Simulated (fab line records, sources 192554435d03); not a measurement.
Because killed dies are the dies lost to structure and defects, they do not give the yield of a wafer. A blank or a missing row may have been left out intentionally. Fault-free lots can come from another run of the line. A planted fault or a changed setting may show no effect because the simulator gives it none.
Split-lot trial	flow n5-finfet	route with 1938 steps; 7 lots, 39 wafers read

== SPLIT DETAILS ==
At N5_MOL_CONTACT_COAG_ETCH_91 (etches SOC in N2/H2, target depth 60 nm, overetch 21 nm, time 101.2 s), the setting source-w was moved away from the recipe's 840 W on 12 of the 39 wafers read, by -18.7% to +14.6%. The other wafers ran this setting at the recipe's value.

The reading is taken at the split's own step.

== THE READING ==
rf-vpp-V, in V, at N5_MOL_CONTACT_COAG_ETCH_91 (etches SOC in N2/H2, target depth 60 nm, overetch 21 nm, time 101.2 s). Typical for fault-free wafers on this fab line: 524.1 V, with standard deviation 2.2 V.

wafer	tool, chamber at the split	source-w as run, W	against the recipe	rf-vpp-V, V	against lot-mates on the recipe
L078.1	rie-diel-03, 1	840	recipe	522.9	-
L078.2	rie-diel-03, 0	776.2	-7.6%	534.6	+11.8
L078.3	rie-diel-03, 2	776.2	-7.6%	537.4	+14.6
L078.4	rie-diel-03, 3	776.2	-7.6%	535.0	+12.2
L078.5	rie-diel-03, 2	840	recipe	523.1	-
L078.6	rie-diel-03, 3	840	recipe	522.4	-
L079.1	rie-diel-03, 1	682.6	-18.7%	558.9	+37.1
L079.2	rie-diel-03, 3	682.6	-18.7%	559.9	+38.1
L079.3	rie-diel-03, 2	840	recipe	522.7	-
L079.4	rie-diel-03, 0	682.6	-18.7%	556.2	+34.4
L079.5	rie-diel-03, 3	840	recipe	520.9	-
L079.6	rie-diel-03, 2	840	recipe	521.7	-
L080.1	rie-diel-05, 2	840	recipe	525.6	-
L080.2	rie-diel-05, 1	840	recipe	527.0	-
L080.3	rie-diel-05, 0	840	recipe	525.1	-
L080.4	rie-diel-05, 3	840	recipe	523.3	-
L080.5	rie-diel-05, 3	840	recipe	522.0	-
L080.6	rie-diel-05, 2	840	recipe	523.9	-
L083.1	rie-diel-05, 3	840	recipe	521.9	-
L083.2	rie-diel-05, 0	840	recipe	524.7	-
L083.3	rie-diel-05, 1	840	recipe	527.4	-
L083.4	rie-diel-05, 2	840	recipe	525.2	-
L083.5	rie-diel-05, 3	840	recipe	522.3	-
L083.6	rie-diel-05, 2	840	recipe	524.8	-
L086.2	rie-diel-05, 2	840	recipe	524.4	-
L086.3	rie-diel-05, 3	840	recipe	522.8	-
L086.5	rie-diel-05, 1	840	recipe	527.0	-
L088.1	rie-diel-03, 2	840	recipe	521.7	-
L088.2	rie-diel-03, 3	909	+8.2%	508.9	-16.0
L088.3	rie-diel-03, 0	909	+8.2%	514.2	-10.7
L088.4	rie-diel-03, 1	840	recipe	524.0	-
L088.5	rie-diel-03, 0	840	recipe	529.0	-
L088.6	rie-diel-03, 3	909	+8.2%	510.4	-14.5
L096.1	rie-diel-03, 0	962.5	+14.6%	504.1	-17.9
L096.2	rie-diel-03, 1	840	recipe	522.1	-
L096.3	rie-diel-03, 2	840	recipe	521.8	-
L096.4	rie-diel-03, 3	962.5	+14.6%	498.9	-23.1
L096.5	rie-diel-03, 3	962.5	+14.6%	498.8	-23.2
L096.6	rie-diel-03, 2	840	recipe	522.2	-

FIT RESULTS
A straight line over all 39 wafers: rf-vpp-V changes by -1.71 V for each +1% of source-w; r = -0.98; the points scatter about the line by 2.3 V.
The same after taking each lot's own level away (the mean of its wafers on the recipe; 39 wafers): -1.75 V for each +1%; r = -0.98; scatter 2.3 V.
The reading moves by 33 V for the largest change in source-w, on that fit.
Measured against the standard deviation above, the lots' own levels, which go from 521.77 to 524.90 V, span 1.4 times it.
The two slopes are in agreement: the lot-to-lot level therefore moves the slope only a little.
Check: for one of the wafers moved furthest among these (-18.7%), held out of the fit, the line's prediction against its lot-mates is +32.5 V. Against them it came out at +37.1 V.
Tool readings at the split's step, against how far the setting was moved: rf-vpp-V r = -0.98.

== THESE WAFERS: OTHER SPLITS ==
These wafers also went through other splits before the reading. Each is held against what the fit with the lots' levels taken away leaves over:
other split on the same wafers	wafers away from the commonest value	r with rf-vpp-V (lot level and that fit taken away)
N5_DUMMY_GATE_HM_DEP_06 time-s	30	-0.08
N5_DUMMY_GATE_ETCH_37 source-w	15	-0.14
N5_SD_EPI_N_EPI_21 pressure-torr	18	-0.01

== THE FILE'S OWN FIT ==
rf-vpp-V changes by -1.75 V for each +1% of source-w, r = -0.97.
